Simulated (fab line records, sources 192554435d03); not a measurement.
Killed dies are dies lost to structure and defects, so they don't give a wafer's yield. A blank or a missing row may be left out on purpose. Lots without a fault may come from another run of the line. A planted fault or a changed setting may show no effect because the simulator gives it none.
fab line records | flow n5_finfet | part 1 of 2: steps 1 to 21 of 34
record lots=5 wafers=15 last_day=18
route steps=1938 shown BEOL_M6@1196
lots that met no fault: from a run of the same line without faults
start_h: hours from the record's first day to the start of the lot's first wafer shown | wait_h: hours since the lot's step before | " the same as in the row above | L1.1+2: a row that stands for several wafers | - no value, or no start given | * or withheld: withheld | < > ~ a bound
route shown NAME@n: a module of which the file shows steps, and the number in the route of the first | usual: mean/standard deviation of fault-free wafers | same: alike in all rows | chamber/n: place in a boat | sites: the reading at each site | _std_site: their standard deviation | _edge_site: outer sites' mean less inner sites' | radius_mm: how far each site lies from the wafer's centre | mask NAME#n: copy n | behind: the tool/chamber that last shaped the wafer | hold: why the lot was held/for how many hours/how that ended | device: the transistor (n, p or np) that didn't switch | end of line: the same wafers' tests at the end of the route | a step without rows: its recipe alone | killed: dies lost to structure and defects at the first sort, not the wafer's yield | map: a wafer's dies, x killed, . not, _ none there
set.NAME: the setting as run; set.NAME@STEP: as run at that earlier step | model.NAME: the simulator's own value behind a step, which no gauge read
lots at some steps of the route; a table a step, a row a wafer
services: from which hour (start_h, from the record's first day; less than 0 if before it) a tool's chamber was out of use, for how many hours, and why
## steps
# step N5_BEOL_M6_THK_MEAS_01
# recipe reads=SiCOH_lowk_of_BEOL_M6_ILD_DEP_00
# usual M6_ILD_THK=154.7/2.1
# columns lot.wafer tool chamber start_h wait_h M6_ILD_THK[nm]
L076.2 film_metro-02 - 209.52 0.4 152.7
L076.4 " - " " 158.0
L076.5 " - " " 155.4
L077.2 film_metro-02 - 210.48 0.4 152.6
L077.4 " - " " 154.7
L077.5 " - " " 156.1
L085.1 film_metro-01 - 247.36 0.4 151.6
L085.2 " - " " 154.5
L085.4 " - " " 156.7
L090.2 film_metro-01 - 291.66 0.4 152.6
L090.4 " - " " 157.7
L090.6 " - " " 154.0
L097.4 film_metro-01 - 335.58 0.4 152.4
L097.5 " - " " 155.1
L097.6 " - " " 151.8
# step N5_BEOL_M6_PECVD_70
# recipe material=SiO2 target_thk_a=200 temp_c=400 precursor=TEOS/O2 pressure_torr=5.5 rf_w=450 teos_flow_sccm=53.8 gas=O2 flow_sccm=3000 time_s=22.7
# usual heater_power_w=699/120 showerhead_plenum_p_Torr=8.77/0.067 throttle_valve_pct=22.9/1.7
# columns lot.wafer tool chamber start_h wait_h heater_power_w showerhead_plenum_p_Torr throttle_valve_pct
L076.2 pecvd-04 1 209.56 0.0 671 8.75 21.9
L076.4 " 2 " " 592 8.72 20.7
L076.5 " 1 " " 692 8.75 21.9
L077.2 pecvd-04 0 210.52 0.0 845 8.76 23.5
L077.4 " 0 " " 826 8.78 23.5
L077.5 " 1 " " 681 8.76 22.2
L085.1 pecvd-03 0 247.39 0.0 910 8.71 23.9
L085.2 " 1 " " 538 8.75 22.2
L085.4 " 0 " " 907 8.74 24.1
L090.2 pecvd-04 0 291.70 0.0 700 8.76 23.5
L090.4 " 1 " " 730 8.77 22.0
L090.6 " 0 " " 726 8.76 23.3
L097.4 pecvd-04 2 335.63 0.1 671 8.76 20.7
L097.5 " 0 " " 801 8.79 23.6
L097.6 " 1 " " 708 8.74 21.8
# step N5_BEOL_M6_HM_DEP_02
# recipe material=TiN target_thk_a=200 temp_c=25 chamber_pressure_pa=0.49996
# usual throttle_valve_pct=30.4/1.4
# columns lot.wafer tool chamber start_h wait_h throttle_valve_pct
L076.2 pvd_sputter-02 - 212.04 2.5 30.7
L076.4 " - " " 31.0
L076.5 " - " " 29.1
L077.2 pvd_sputter-02 - 212.46 1.9 31.1
L077.4 " - " " 30.8
L077.5 " - " " 30.1
L085.1 pvd_sputter-03 - 248.56 1.1 28.8
L085.2 " - " " 32.1
L085.4 " - " " 28.4
L090.2 pvd_sputter-01 - 292.47 0.8 30.3
L090.4 " - " " 31.8
L090.6 " - " " 31.4
L097.4 pvd_sputter-02 - 336.91 1.3 31.0
L097.5 " - " " 28.5
L097.6 " - " " 30.1
# step N5_BEOL_M6_COAT_59
# recipe resist=SOC temp_c=250 time_s=60 spin_rpm=1500 resist_thk_nm=100
# usual dispense_pressure_kPa=51/4.2
# columns lot.wafer tool chamber start_h wait_h dispense_pressure_kPa
L076.2 litho_track-02 0 212.17 0.1 50
L076.4 " 0 " " 50
L076.5 " 0 " " 50
L077.2 litho_track-02 0 212.59 0.1 50
L077.4 " 0 " " 50
L077.5 " 0 " " 50
L085.1 litho_track-02 0 248.68 0.1 50
L085.2 " 0 " " 50
L085.4 " 0 " " 50
L090.2 litho_track-02 0 292.60 0.1 50
L090.4 " 0 " " 50
L090.6 " 0 " " 50
L097.4 litho_track-03 0 336.98 0.0 47
L097.5 " 0 " " 47
L097.6 " 0 " " 47
# step N5_BEOL_M6_COAT_60
# recipe resist=SiARC temp_c=220 time_s=60 spin_rpm=1500 resist_thk_nm=35
# usual dispense_pressure_kPa=51/4.2
# columns lot.wafer tool chamber start_h wait_h dispense_pressure_kPa
L076.2 litho_track-02 0 - - 50
L076.4 " 0 " " 50
L076.5 " 0 " " 50
L077.2 litho_track-02 0 - - 50
L077.4 " 0 " " 50
L077.5 " 0 " " 50
L085.1 litho_track-02 0 - - 50
L085.2 " 0 " " 50
L085.4 " 0 " " 50
L090.2 litho_track-02 0 - - 50
L090.4 " 0 " " 50
L090.6 " 0 " " 50
L097.4 litho_track-03 0 - - 47
L097.5 " 0 " " 47
L097.6 " 0 " " 47
# step N5_BEOL_M6_COAT_05
# recipe resist=CAR-ArF spin_rpm=1500 resist_thk_nm=90
# usual dispense_pressure_kPa=51/4.2
# columns lot.wafer tool chamber start_h wait_h dispense_pressure_kPa
L076.2 litho_track-02 0 - - 50
L076.4 " 0 " " 50
L076.5 " 0 " " 50
L077.2 litho_track-02 0 - - 50
L077.4 " 0 " " 50
L077.5 " 0 " " 50
L085.1 litho_track-02 0 - - 50
L085.2 " 0 " " 50
L085.4 " 0 " " 50
L090.2 litho_track-02 0 - - 50
L090.4 " 0 " " 50
L090.6 " 0 " " 50
L097.4 litho_track-03 0 - - 47
L097.5 " 0 " " 47
L097.6 " 0 " " 47
# step N5_BEOL_M6_EBR_07
# recipe solvent=PGMEA ebr_width_mm=1.5
# same ebr_width_mm=1.5
# columns lot.wafer tool chamber start_h wait_h
L076.2+4+5 litho_track-02 0 - -
L077.2+4+5 litho_track-02 0 - -
L085.1+2+4 litho_track-02 0 - -
L090.2+4+6 litho_track-02 0 - -
L097.4+5+6 litho_track-03 0 - -
# step N5_BEOL_M6_SOFTBAKE_06
# recipe temp_c=110 time_s=60 resist=CAR-ArF
# columns lot.wafer tool chamber start_h wait_h
L076.2+4+5 litho_track-02 0 - -
L077.2+4+5 litho_track-02 0 - -
L085.1+2+4 litho_track-02 0 - -
L090.2+4+6 litho_track-02 0 - -
L097.4+5+6 litho_track-03 0 - -
# step N5_BEOL_M6_EXPOSE_08
# recipe mask_id=M6 na=1.35 source_shape=dipole sigma_inner=0.817 sigma_outer=0.97 polarization=te dose_mj=68.25
# usual reticle_temp_C=22.99/0.1
# same sigma_outer=0.97
# columns lot.wafer tool chamber start_h wait_h mask reticle_temp_C
L076.2 arfi_scanner-02 0 212.42 - M6#0 22.92
L076.4 " 0 " " M6#0 23.00
L076.5 " 0 " " M6#0 23.00
L077.2 arfi_scanner-02 0 212.71 - M6#0 22.90
L077.4 " 0 " " M6#0 22.91
L077.5 " 0 " " M6#0 22.80
L085.1 arfi_scanner-02 0 248.99 - M6#0 22.93
L085.2 " 0 " " M6#0 23.05
L085.4 " 0 " " M6#0 22.87
L090.2 arfi_scanner-03 0 292.73 - M6#0 23.02
L090.4 " 0 " " M6#0 22.77
L090.6 " 0 " " M6#0 23.04
L097.4 arfi_scanner-02 0 337.25 - M6#0 22.82
L097.5 " 0 " " M6#0 22.95
L097.6 " 0 " " M6#0 23.03
# step N5_BEOL_M6_PEB_09
# recipe peb_temp_c=withheld peb_time_s=60 resist=CAR-ArF
# columns lot.wafer tool chamber start_h wait_h
L076.2+4+5 litho_track-03 0 212.47 0.0
L077.2+4+5 litho_track-03 0 212.77 0.0
L085.1+2+4 litho_track-03 0 249.05 0.1
L090.2+4+6 litho_track-02 0 292.78 0.0
L097.4+5+6 litho_track-03 0 337.29 0.0
# step N5_BEOL_M6_DEVELOP_10
# recipe develop_time_s=30 developer=TMAH resist=CAR-ArF rinse_liquid=diw dry=air_spin dev_temp_c=23
# columns lot.wafer tool chamber start_h wait_h
L076.2+4+5 litho_track-03 0 - -
L077.2+4+5 litho_track-03 0 - -
L085.1+2+4 litho_track-03 0 - -
L090.2+4+6 litho_track-02 0 - -
L097.4+5+6 litho_track-03 0 - -
# step N5_BEOL_M6_CD_MEAS_11
# recipe target_cd_nm=38.5 landing_energy_ev=500 detector=se_inlens polarity=opening
# usual cd_nm=38.3/0.46
# same landing_energy_ev=500
# columns lot.wafer tool chamber start_h wait_h cd_nm
L076.2 cd_sem-02 0 212.54 - 37.6
L076.4 " 0 " " 37.2
L076.5 " 0 " " 37.8
L077.2 cd_sem-02 0 212.84 - 38.3
L077.4 " 0 " " 37.5
L077.5 " 0 " " 37.9
L085.1 cd_sem-01 0 249.12 - 37.4
L085.2 " 0 " " 38.5
L085.4 " 0 " " 37.9
L090.2 cd_sem-02 0 292.85 - 37.8
L090.4 " 0 " " 38.4
L090.6 " 0 " " 37.9
L097.4 cd_sem-03 0 337.36 - 38.2
L097.5 " 0 " " 38.2
L097.6 " 0 " " 38.1
# step N5_BEOL_M6_OVL_MEAS_12
# recipe points_per_wafer=44
# usual M6_OVL=0.3/0.66
# columns lot.wafer tool chamber start_h wait_h M6_OVL[nm]
L076.2 overlay-02 0 212.57 0.0 -0.1
L076.4 " 0 " " 0.6
L076.5 " 0 " " 1.4
L077.2 overlay-01 0 212.87 0.0 0.3
L077.4 " 0 " " -0.3
L077.5 " 0 " " 0.8
L085.1 overlay-01 0 249.15 0.0 0.5
L085.2 " 0 " " 0.2
L085.4 " 0 " " 0.3
L090.2 overlay-02 0 292.88 0.0 0.9
L090.4 " 0 " " 1.3
L090.6 " 0 " " 0.9
L097.4 overlay-02 0 337.39 0.0 -1.2
L097.5 " 0 " " -0.7
L097.6 " 0 " " -1.0
# step N5_BEOL_M6_INSPECT_13
# recipe mode=adi inspect_instrument=brightfield
# usual raw_defect_count=434/86
# columns lot.wafer tool chamber start_h wait_h raw_defect_count
L076.2 defect_inspect-02 - 212.59 0.0 506
L076.4 " - " " 457
L076.5 " - " " 584
L077.2 defect_inspect-01 - 212.89 0.0 296
L077.4 " - " " 464
L077.5 " - " " 333
L085.1 defect_inspect-02 - 249.17 0.0 361
L085.2 " - " " 430
L085.4 " - " " 494
L090.2 defect_inspect-02 - 292.90 0.0 409
L090.4 " - " " 380
L090.6 " - " " 438
L097.4 defect_inspect-02 - 337.41 0.0 384
L097.5 " - " " 372
L097.6 " - " " 449
# step N5_BEOL_M6_DESCUM_16
# recipe chemistry=O2 time_s=7.9 source_power_w=50 bias_power_w=20 pressure_mtorr=20 rf_frequency_hz=2.712e+07 temp_c=40 resist=CAR-ArF o2_flow_sccm=225
# usual drypump_motor_current_A=5.8/0.51 oes_product_au=0.82/0.095 rf_vpp_V=244.0/1.3 showerhead_plenum_p_Torr=2.14/0.07 throttle_valve_pct=20.32/0.26
# columns lot.wafer tool chamber start_h wait_h drypump_motor_current_A oes_product_au rf_hours_counter_h rf_vpp_V showerhead_plenum_p_Torr throttle_valve_pct
L076.2 rie_diel-06 3 212.63 0.0 5.4 0.93 15 245.0 2.25 20.44
L076.4 " 0 " " 5.8 0.69 - 243.7 2.16 20.52
L076.5 " 3 " " 5.4 0.92 - 245.8 2.25 20.42
L077.2 rie_diel-01 0 212.93 0.0 6.3 0.77 126 246.4 2.19 20.24
L077.4 " 1 " " 5.8 0.66 - 240.5 1.96 20.21
L077.5 " 0 " " 6.3 0.77 - 244.7 2.19 20.25
L085.1 rie_diel-01 0 250.04 0.9 6.3 0.75 144 244.0 2.18 20.28
L085.2 " 2 " " 5.2 0.81 86 243.6 2.18 20.11
L085.4 " 3 " " 6.6 0.92 16 243.9 2.14 20.16
L090.2 rie_diel-01 1 293.12 0.2 5.8 0.93 27 245.1 2.22 19.91
L090.4 " 3 " " 6.6 0.86 35 243.8 2.13 20.19
L090.6 " 0 " " 6.3 0.74 - 243.8 2.18 20.30
L097.4 rie_diel-03 2 337.49 0.1 5.0 0.76 135 242.8 2.11 20.85
L097.5 " 2 " " 5.0 0.76 - 245.0 2.11 20.83
L097.6 " 3 " " 5.9 0.75 - 242.9 2.02 20.68
# step N5_BEOL_M6_ETCH_61
# recipe chemistry=CF4 target=SiARC target_depth_a=455 mask_material=CAR-ArF time_s=75.8 ion_energy_ev=80 pressure_mtorr=40 source_w=545 bias_w=36 Ar_flow_sccm=100 cf4_flow_sccm=100 ends=cleared
# usual drypump_motor_current_A=5.8/0.52 etch_rf_on_time_s=75.1/2.1 oes_product_au=0.70/0.08 rf_vpp_V=184.7/1.2 showerhead_plenum_p_Torr=2.19/0.066 throttle_valve_pct=15.50/0.2
# columns lot.wafer tool chamber start_h wait_h drypump_motor_current_A etch_rf_on_time_s oes_product_au rf_hours_counter_h rf_vpp_V showerhead_plenum_p_Torr throttle_valve_pct
L076.2 rie_diel-06 3 212.66 0.0 5.4 79.0 0.77 15 185.9 2.27 15.39
L076.4 " 0 " " 5.7 75.7 0.58 - 185.0 2.21 15.71
L076.5 " 3 " " 5.4 78.0 0.78 - 186.5 2.27 15.40
L077.2 rie_diel-01 0 212.96 0.0 6.3 76.9 0.65 126 186.1 2.23 15.48
L077.4 " 1 " " 5.7 75.1 0.56 - 180.6 2.04 15.68
L077.5 " 0 " " 6.3 76.5 0.64 - 183.9 2.23 15.47
L085.1 rie_diel-01 0 250.07 0.0 6.3 78.7 0.63 144 184.4 2.22 15.51
L085.2 " 2 " " 5.2 73.8 0.70 86 185.8 2.26 15.44
L085.4 " 3 " " 6.6 73.3 0.78 17 185.4 2.19 15.32
L090.2 rie_diel-01 1 293.15 0.0 5.7 73.6 0.79 27 185.9 2.29 15.25
L090.4 " 3 " " 6.5 73.0 0.75 35 185.1 2.18 15.35
L090.6 " 0 " " 6.3 77.6 0.62 - 185.5 2.22 15.55
L097.4 rie_diel-03 2 337.52 0.0 5.0 73.9 0.65 135 184.4 2.16 15.94
L097.5 " 2 " " 5.0 74.3 0.65 - 184.0 2.16 15.92
L097.6 " 3 " " 5.9 73.7 0.65 - 183.2 2.05 15.71
# step N5_BEOL_M6_ETCH_62
# recipe chemistry=N2/H2 target=SOC target_depth_a=1100 overetch_a=220 mask_material=SiARC temp_c=40 time_s=165 ion_energy_ev=200 pressure_mtorr=30 source_w=840 bias_w=150 n2_flow_sccm=200 h2_flow_sccm=200
# usual drypump_motor_current_A=5.8/0.52 oes_product_au=0.70/0.079 rf_vpp_V=525.6/2.5 showerhead_plenum_p_Torr=2.60/0.082 throttle_valve_pct=17.69/0.23
# columns lot.wafer tool chamber start_h wait_h drypump_motor_current_A oes_product_au rf_hours_counter_h rf_vpp_V showerhead_plenum_p_Torr throttle_valve_pct
L076.2 rie_diel-06 3 212.72 0.0 5.4 0.79 15 528.4 2.70 17.59
L076.4 " 0 " " 5.7 0.58 - 526.8 2.61 17.90
L076.5 " 3 " " 5.4 0.79 - 528.4 2.70 17.59
L077.2 rie_diel-01 0 213.02 0.0 6.3 0.65 126 527.0 2.65 17.60
L077.4 " 1 " " 5.8 0.56 - 518.5 2.37 17.55
L077.5 " 0 " " 6.3 0.65 - 526.0 2.65 17.61
L085.1 rie_diel-01 0 250.13 0.0 6.3 0.63 144 526.3 2.65 17.65
L085.2 " 2 " " 5.2 0.68 86 527.4 2.70 17.76
L085.4 " 3 " " 6.6 0.76 17 525.8 2.60 17.52
L090.2 rie_diel-01 1 293.21 0.0 5.7 0.77 27 528.4 2.68 17.16
L090.4 " 3 " " 6.6 0.73 35 525.8 2.59 17.56
L090.6 " 0 " " 6.3 0.63 - 527.4 2.64 17.66
L097.4 rie_diel-03 2 337.58 0.0 5.0 0.64 135 524.9 2.56 18.28
L097.5 " 2 " " 5.0 0.64 - 524.3 2.56 18.29
L097.6 " 3 " " 6.0 0.63 - 520.8 2.42 17.77
# step N5_BEOL_M6_STRIP_68
# recipe chemistry=N2/H2 temp_c=40 n2_flow_sccm=200 h2_flow_sccm=200 rf_frequency_hz=6e+07
# columns lot.wafer tool chamber start_h wait_h
L076.2+4+5 rie_diel-06 3,0,3 212.86 0.1
L077.2+4+5 rie_diel-01 0,1,0 213.15 0.1
L085.1+2+4 rie_diel-01 0,2,3 250.27 0.1
L090.2+4+6 rie_diel-01 1,3,0 293.34 0.1
L097.4+5+6 rie_diel-03 2,2,3 337.72 0.1
# step N5_BEOL_M6_STRIP_67
# recipe chemistry=CF4 resist=SiARC power_w=300 bias_power_w=75 pressure_mtorr=50 cf4_flow_sccm=150 rf_frequency_hz=6e+07
# usual drypump_motor_current_A=5.8/0.52 oes_product_au=0.82/0.093 rf_vpp_V=272.0/1.6 showerhead_plenum_p_Torr=1.83/0.057 throttle_valve_pct=13.46/0.21
# columns lot.wafer tool chamber start_h wait_h drypump_motor_current_A oes_product_au rf_hours_counter_h rf_vpp_V showerhead_plenum_p_Torr throttle_valve_pct
L076.2 rie_diel-06 3 212.87 0.0 5.4 0.92 15 273.8 1.90 13.34
L076.4 " 0 " " 5.7 0.69 - 273.5 1.85 13.71
L076.5 " 3 " " 5.4 0.92 - 274.0 1.90 13.34
L077.2 rie_diel-01 0 213.16 0.0 6.3 0.77 126 273.5 1.86 13.44
L077.4 " 1 " " 5.7 0.66 - 269.0 1.71 13.70
L077.5 " 0 " " 6.3 0.77 - 273.7 1.86 13.43
L085.1 rie_diel-01 0 250.28 0.0 6.3 0.75 144 273.0 1.85 13.49
L085.2 " 2 " " 5.2 0.81 86 274.4 1.89 13.39
L085.4 " 3 " " 6.6 0.91 17 271.9 1.84 13.30
L090.2 rie_diel-01 1 293.35 0.0 5.8 0.92 27 273.7 1.91 13.16
L090.4 " 3 " " 6.6 0.86 35 271.8 1.84 13.35
L090.6 " 0 " " 6.4 0.73 - 273.4 1.85 13.52
L097.4 rie_diel-03 2 337.73 0.0 5.0 0.75 136 271.7 1.80 13.84
L097.5 " 2 " " 5.0 0.76 - 270.8 1.80 13.85
L097.6 " 3 " " 5.9 0.75 - 269.6 1.70 13.65
# step N5_BEOL_M6_HM_OPEN_17
# recipe chemistry=Cl2/BCl3 target_depth_a=200 overetch_a=60 target=TiN mask_material=SOC ion_energy_ev=150 pressure_mtorr=10 icp_w=1000 bias_w=126 Cl2_flow_sccm=53.25 bcl3_flow_sccm=21.75 Ar_flow_sccm=25
# usual drypump_motor_current_A=6.1/0.4 mfc_cl2_sccm=53.24/0.16 oes_product_au=0.66/0.061 throttle_valve_pct=22.21/0.28
# columns lot.wafer tool chamber start_h wait_h drypump_motor_current_A mfc_cl2_sccm oes_product_au rf_hours_counter_h throttle_valve_pct
L076.2 rie_metal-02 1 212.91 0.0 5.4 53.02 0.59 81 22.10
L076.4 " 0 " " 5.6 53.29 0.66 - 22.36
L076.5 " 1 " " 5.4 53.21 0.59 - 22.11
L077.2 rie_metal-01 0 213.20 0.0 5.7 52.91 0.72 20 21.89
L077.4 " 0 " " 5.7 52.98 0.71 - 21.89
L077.5 " 1 " " 6.1 53.13 0.56 - 22.76
L085.1 rie_metal-03 0 250.32 0.0 6.6 53.42 0.71 30 22.16
L085.2 " 1 " " 5.9 53.30 0.66 43 22.08
L085.4 " 0 " " 6.7 53.47 0.70 - 22.18
L090.2 rie_metal-03 0 293.40 0.0 6.6 53.36 0.71 33 22.17
L090.4 " 0 " " 6.6 53.13 0.70 - 22.17
L090.6 " 1 " " 5.9 53.39 0.65 - 22.09
L097.4 rie_metal-01 1 337.80 0.1 6.1 53.39 0.53 - 22.80
L097.5 " 1 " " 6.1 53.44 0.54 - 22.79
L097.6 " 0 " " 5.7 53.09 0.69 - 21.92
# step N5_BEOL_M6_STRIP_19
# recipe chemistry=O2 power_w=400 temp_c=40 pressure_mtorr=30 rf_frequency_hz=6e+07 bias_power_w=0 overash_fraction=0.2 o2_flow_sccm=225
# usual drypump_motor_current_A=5.8/0.53 oes_product_au=0.81/0.089 rf_vpp_V=3.6/0.62 showerhead_plenum_p_Torr=2.15/0.065 throttle_valve_pct=16.56/0.25
# columns lot.wafer tool chamber start_h wait_h drypump_motor_current_A oes_product_au rf_hours_counter_h rf_vpp_V showerhead_plenum_p_Torr throttle_valve_pct
L076.2 rie_diel-06 1 213.02 0.1 6.6 0.71 217 3.9 2.18 16.85
L076.4 " 3 " " 5.4 0.92 - 3.0 2.25 16.58
L076.5 " 1 " " 6.6 0.70 - 3.3 2.18 16.86
L077.2 rie_diel-01 2 213.44 0.2 5.2 0.83 68 4.4 2.19 16.35
L077.4 " 1 " " 5.7 0.66 - 3.2 1.97 16.57
L077.5 " 2 " " 5.2 0.84 - 4.0 2.19 16.34
L085.1 rie_diel-03 1 250.63 0.3 5.4 0.70 209 4.0 2.16 16.78
L085.2 " 0 " " 5.2 0.85 57 3.5 2.11 16.35
L085.4 " 3 " " 6.0 0.79 128 3.2 2.04 16.84
L090.2 rie_diel-06 2 293.54 0.1 6.3 0.94 22 4.5 2.04 16.25
L090.4 " 1 " " 6.6 0.70 - 3.1 2.17 16.87
L090.6 " 2 " " 6.3 0.94 - 3.0 2.04 16.26
L097.4 rie_diel-01 3 337.91 0.1 6.6 0.83 50 3.8 2.13 16.44
L097.5 " 1 " " 5.7 0.89 - 3.4 2.22 16.21
L097.6 " 0 " " 6.3 0.73 - 4.1 2.17 16.65
